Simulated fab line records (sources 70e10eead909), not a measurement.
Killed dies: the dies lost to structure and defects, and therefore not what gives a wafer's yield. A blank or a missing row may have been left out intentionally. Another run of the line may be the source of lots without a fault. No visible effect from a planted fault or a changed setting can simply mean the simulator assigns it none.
What tool caused it? || flow nand harc || 6 lots, 18 wafers sampled, at 4 steps of a route of 1302

## WHAT THE GAUGES SHOWED, per wafer
NHARC_END_SORT_01.
{"lot": "L372", "measured": "day 27 12:20", "on": "prober-01", "killed at array": "70 71 77"}
{"lot": "L377", "measured": "day 28 15:17", "on": "prober-01", "killed at array": "90 84 89"}
{"lot": "L384", "measured": "day 31 22:53", "on": "prober-01", "killed at array": "60 41 677"}

## EACH LOT AND THE TOOL THAT RAN IT (in order: tool; ch and the chambers of the sampled wafers; start)
{"lot": "L368", "NHARC_A_BLC_PVD_32": "pvd sputter-01, day 23 03:46", "NHARC_THIN_TSV_DEP_47": "pecvd-02 ch 1,2, day 24 10:28", "NHARC_THIN_TSV_ETCH_59": "rie metal-02 ch 0,1, day 24 14:52"}
{"lot": "L371", "NHARC_A_BLC_PVD_32": "pvd sputter-02, day 24 22:41", "NHARC_THIN_TSV_DEP_47": "pecvd-02 ch 0,1, day 26 03:07", "NHARC_THIN_TSV_ETCH_59": "rie metal-02 ch 0,1, day 26 07:17"}
{"lot": "L372", "NHARC_A_BLC_PVD_32": "pvd sputter-02, day 25 16:58", "NHARC_THIN_TSV_DEP_47": "pecvd-02 ch 1,2, day 27 00:39", "NHARC_THIN_TSV_ETCH_59": "rie metal-02 ch 0,1, day 27 04:54"}
{"lot": "L377", "NHARC_A_BLC_PVD_32": "pvd sputter-01, day 26 21:13", "NHARC_THIN_TSV_DEP_47": "pecvd-04 ch 0,1, day 28 02:14", "NHARC_THIN_TSV_ETCH_59": "rie metal-03 ch 0, day 28 06:36"}
{"lot": "L378", "NHARC_A_BLC_PVD_32": "pvd sputter-02, day 28 10:08", "NHARC_THIN_TSV_DEP_47": "pecvd-04 ch 0,1,2, day 29 14:21", "NHARC_THIN_TSV_ETCH_59": "rie metal-01 ch 0,1, day 29 18:43"}
{"lot": "L384", "NHARC_A_BLC_PVD_32": "pvd sputter-02, day 30 05:47", "NHARC_THIN_TSV_DEP_47": "pecvd-04 ch 1,2, day 31 09:41", "NHARC_THIN_TSV_ETCH_59": "rie metal-02 ch 0,1, day 31 14:03"}
- NHARC_A_BLC_PVD_32: deposits Ti, target thk 5 nm, time 17.7 s.
- NHARC_THIN_TSV_DEP_47: deposits SiO2, target thk 200 nm.
- NHARC_THIN_TSV_ETCH_59: etches the open film in Cl2/BCl3, target depth 880 nm, time 138.1 s.

## THE ANSWER, worked out from the rows above alone
Rule: the lots themselves supply what counts as usual. Put in order of their means at a reading, lots are off if they are a third of the lots or fewer, leave a main group of 4 or more, and stand apart from it by a gap of 3 or more times the standard deviation of the main group's means; of several such gaps the widest counts. A main group whose means are all the same, to the digits that the tables above print for the reading, isn't used. A lot without any number at a reading at which 4 lots or more have one is off too. Any other lot the step has rows for is counted as sound.
None of the lots is off at any reading shown; this tells nothing.

## WHAT WAS PUT IN BY THE SIMULATOR
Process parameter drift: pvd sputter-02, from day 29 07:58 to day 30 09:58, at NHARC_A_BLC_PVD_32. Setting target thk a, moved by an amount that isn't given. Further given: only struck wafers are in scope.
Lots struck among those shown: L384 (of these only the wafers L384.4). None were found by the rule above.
